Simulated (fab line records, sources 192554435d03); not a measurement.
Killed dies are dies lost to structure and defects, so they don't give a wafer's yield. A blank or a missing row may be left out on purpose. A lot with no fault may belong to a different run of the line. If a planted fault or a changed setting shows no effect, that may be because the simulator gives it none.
Split-lot experiment | flow n5Finfet | 21 wafers read from 7 lots, route of 1938 steps

## ABOUT THE SPLIT
At N5_BEOL_M6_TRENCH_ETCH_37 (etches SiCOH lowk in C4F6/O2, target depth 94.435 nm, time 31.5 s), the setting biasW was moved away from the recipe's 185 W on 8 of the 21 wafers read, by -17.4% to +16.3%. This setting was run at the recipe's value on the other wafers.

## FROM THE SPLIT TO THE READING: what the file shows between them, 2 steps
- N5_BEOL_M6_ETCH_41: etches SiCN in CH3F/O2, target depth 29.7 nm, time 52 s
- N5_BEOL_M6_STRIP_80: strips in N2/H2, time 10 s

## THE READING
trenchDepthNm, in nm, at N5_BEOL_M6_OCD_MEAS_38. A value of 94.8 nm with a standard deviation of 1.5 nm is what fault-free wafers of this fab line usually give.

wafer  | tool, chamber at the split | biasW as run, W | against the recipe | trenchDepthNm, nm | against lot-mates on the recipe
L081.1 | rieDiel-02, 0              | 185             | recipe             | 94.8              | -
L081.3 | rieDiel-02, 2              | 212.5           | +14.9%             | 97.5              | +3.2
L081.6 | rieDiel-02, 1              | 185             | recipe             | 93.8              | -
L084.4 | rieDiel-03, 3              | 152.8           | -17.4%             | 87.9              | -4.9
L084.5 | rieDiel-03, 2              | 152.8           | -17.4%             | 88.9              | -3.9
L084.6 | rieDiel-03, 1              | 185             | recipe             | 92.8              | -
L088.2 | rieDiel-03, 0              | 185             | recipe             | 94.4              | -
L088.5 | rieDiel-03, 1              | 185             | recipe             | 93.3              | -
L088.6 | rieDiel-03, 2              | 215.2           | +16.3%             | 98.4              | +4.6
L087.1 | rieDiel-04, 1              | 153.5           | -17.0%             | 91.8              | -3.9
L087.4 | rieDiel-04, 0              | 153.5           | -17.0%             | 89.5              | -6.2
L087.5 | rieDiel-04, 0              | 185             | recipe             | 95.7              | -
L089.3 | rieDiel-02, 0              | 185             | recipe             | 92.7              | -
L089.5 | rieDiel-02, 0              | 185             | recipe             | 92.6              | -
L089.6 | rieDiel-02, 3              | 185             | recipe             | 95.5              | -
L095.1 | rieDiel-04, 2              | 185             | recipe             | 93.2              | -
L095.3 | rieDiel-04, 3              | 185             | recipe             | 96.0              | -
L095.6 | rieDiel-04, 0              | 185             | recipe             | 95.5              | -
L097.1 | rieDiel-03, 3              | 169.4           | -8.4%              | 93.3              | -2.2
L097.5 | rieDiel-03, 0              | 185             | recipe             | 95.5              | -
L097.6 | rieDiel-03, 3              | 169.4           | -8.4%              | 92.2              | -3.3

THE FIT
A straight line over all 21 wafers: trenchDepthNm changes by +0.258 nm for each +1% of biasW; r = +0.89; the points scatter about the line by 1.2 nm.
The same after taking each lot's own level away (the mean of its wafers on the recipe; 21 wafers): +0.269 nm for each +1%; r = +0.94; scatter 0.93 nm.
Per that fit: largest biasW move, reading shift of 4.7 nm.
Measured against the standard deviation above, the lots' own levels, which go from 92.80 to 95.70 nm, span 1.9 times it.
The two slopes are in agreement: the lot-to-lot level therefore moves the slope only a little.
Check: -4.75 nm against its lot-mates is what the line predicts for one of the wafers moved furthest among these (-17.4%) when that wafer is left out of the fit. It came out at -4.9 nm against them.
Tool readings at the split's step, against how far the setting was moved: rfVppV r = +0.96.

## THE OTHER SPLITS THESE WAFERS WENT THROUGH
Before the reading, these wafers also passed through other splits. Each is held against what the fit with the lots' levels taken away leaves over:
other split on the same wafers   | wafers away from the commonest value | r with trenchDepthNm (lot level and that fit taken away)
N5_BEOL_M0_SAQP_EXPOSE_37 doseMj | 6                                    | +0.16
N5_BEOL_M0_CUTY_EXPOSE_54 doseMj | 9                                    | +0.12
N5_BEOL_M0_ETCH_138 sourceW      | 6                                    | +0.19
N5_BEOL_M2_COAT_73 spinRpm       | 6                                    | +0.01
N5_BEOL_M5_VIA_ETCH_34 sourceW   | 7                                    | -0.23
N5_BEOL_M5_TRENCH_ETCH_37 biasW  | 5                                    | -0.26

## THE WHOLE CHAIN: every reading that the file lists as answering this split, in the file's order
step                      | what it does                                                      | reading                                                                 | change (the file's fit)               | r (the file's)
N5_BEOL_M6_TRENCH_ETCH_37 | etches SiCOH lowk in C4F6/O2, target depth 94.435 nm, time 31.5 s | rfVppV                                                                  | +5.89 V for each +1% of the setting   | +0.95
N5_BEOL_M6_TRENCH_ETCH_37 | etches SiCOH lowk in C4F6/O2, target depth 94.435 nm, time 31.5 s | etch.depthNm (the simulator's own value, which no gauge read)           | +0.264 nm for each +1% of the setting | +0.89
N5_BEOL_M6_TRENCH_ETCH_37 | etches SiCOH lowk in C4F6/O2, target depth 94.435 nm, time 31.5 s | BEOL_M6.featureDepthNm (the simulator's own value, which no gauge read) | +0.268 nm for each +1% of the setting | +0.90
N5_BEOL_M6_OCD_MEAS_38    |                                                                   | trenchDepthNm                                                           | +0.267 nm for each +1% of the setting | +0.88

## THE FILE'S OWN FIT
trenchDepthNm changes by +0.267 nm for each +1% of biasW, r = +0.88.
